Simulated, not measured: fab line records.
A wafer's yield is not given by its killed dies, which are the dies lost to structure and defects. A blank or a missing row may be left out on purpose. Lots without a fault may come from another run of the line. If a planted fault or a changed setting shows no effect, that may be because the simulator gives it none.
Shared-tool check	flow nand harc	Sampled: 2 lots, 6 wafers

WHY THIS WAS OPENED
Flagged at NHARC_END_SORT_01: reading killed at array, on 1 of 2 lots. Wafers without a fault read 58, standard deviation 20.
Rule: a lot is flagged in two cases, either no wafer of it has a number, or all its wafers with numbers fall more than 4 standard deviations from that mean. As for the other lots, they are considered sound.

lot	measured	on	killed at array, wafer by wafer	flag
L448	day 28 09:01	prober-02	674 673 674	FLAGGED
L457	day 31 12:09	prober-02	67 67 47	
The mean of the flagged lots' numbers is 674, +616 from the usual (+31 standard deviations).

EACH LOT AND THE TOOL IT RAN ON
Before the reading, the record contains 4 process steps out of a 1302-step route. Every cell lists first the tool, next ch and the chambers used by the sampled wafers, and last the start.
lot	flag	NHARC_A_M0_DEP_32	NHARC_A_M1_ETCH_28	NHARC_A_M1_PVD_21	NHARC_A_M1_ANNEAL_31
L448	FLAGGED	pecvd-03 ch 0,1, day 26 16:50	rie diel-10 ch 0,1,3, day 26 19:29 or earlier	pvd sputter-01, day 26 19:29	rtp anneal-02 ch 0, day 26 19:59
L457		pecvd-01 ch 0,1, day 29 19:19	rie diel-10 ch 1,2, day 29 21:58 or earlier	pvd sputter-01, day 29 21:58	rtp anneal-01 ch 0, day 29 22:41
These steps, and what they do:
- NHARC_A_M0_DEP_32: deposits SiCN, target thk 30 nm.
- NHARC_A_M1_ETCH_28: etches the open film in CF4/N2, target depth 30 nm, time 72.99 s.
- NHARC_A_M1_PVD_21: deposits Cu, target thk 30 nm, time 20.49 s.
- NHARC_A_M1_ANNEAL_31: time 90 s.
- NHARC_END_SORT_01

FLAGGED OVER TOTAL, TOOL BY TOOL (the gauges that took the reading come last)
step	tool	lots run	flagged	share of the flagged lots	sound lots run after its first flagged lot
NHARC_A_M0_DEP_32	pecvd-01	1	0	none	-
NHARC_A_M0_DEP_32	pecvd-03	1	1	all	0
NHARC_A_M1_ETCH_28	rie diel-10	2	1	all	1 (L457)
NHARC_A_M1_PVD_21	pvd sputter-01	2	1	all	1 (L457)
NHARC_A_M1_ANNEAL_31	rtp anneal-01	1	0	none	-
NHARC_A_M1_ANNEAL_31	rtp anneal-02	1	1	all	0
NHARC_END_SORT_01	prober-02	2	1	all	1 (L457)
With no start given for some of its lots, NHARC_A_M1_ETCH_28 uses the hours and lot order of NHARC_A_M1_PVD_21.

WHAT THE TABLE ALLOWS
5 rows of the table ran every flagged lot: pecvd-03 at NHARC_A_M0_DEP_32, rie diel-10 at NHARC_A_M1_ETCH_28, pvd sputter-01 at NHARC_A_M1_PVD_21, rtp anneal-02 at NHARC_A_M1_ANNEAL_31, prober-02 at NHARC_END_SORT_01.
- pecvd-03 at NHARC_A_M0_DEP_32: 1 of its 1 lot flagged. With no sound lot run before its first flagged lot in this sample, there is nothing to narrow down the start.
- rie diel-10 at NHARC_A_M1_ETCH_28 ran 2 lots, 1 of them flagged. Sound lots followed the first flagged one (L457) on it, something a lasting fault affecting the whole tool could not allow.
- pvd sputter-01 at NHARC_A_M1_PVD_21 ran 2 lots, 1 of them flagged. Sound lots followed the first flagged one (L457) on it, something a lasting fault affecting the whole tool could not allow. On the flagged lots its readings are blank where sound lots have values: cathode dc power W, chamber pressure pa, throttle valve pct.
- rtp anneal-02 at NHARC_A_M1_ANNEAL_31: 1 of its 1 lot flagged. With no sound lot run before its first flagged lot in this sample, there is nothing to narrow down the start.
- prober-02 at NHARC_END_SORT_01 ran 2 lots, 1 of them flagged. Sound lots followed the first flagged one (L457) on it, something a lasting fault affecting the whole tool could not allow.
Because each of these 2 tools fits a fault that began at some hour, counting lots does not separate them. More lots, or a look at what each step does to the wafer, might.

WHAT HAD BEEN PUT IN BY THE SIMULATOR
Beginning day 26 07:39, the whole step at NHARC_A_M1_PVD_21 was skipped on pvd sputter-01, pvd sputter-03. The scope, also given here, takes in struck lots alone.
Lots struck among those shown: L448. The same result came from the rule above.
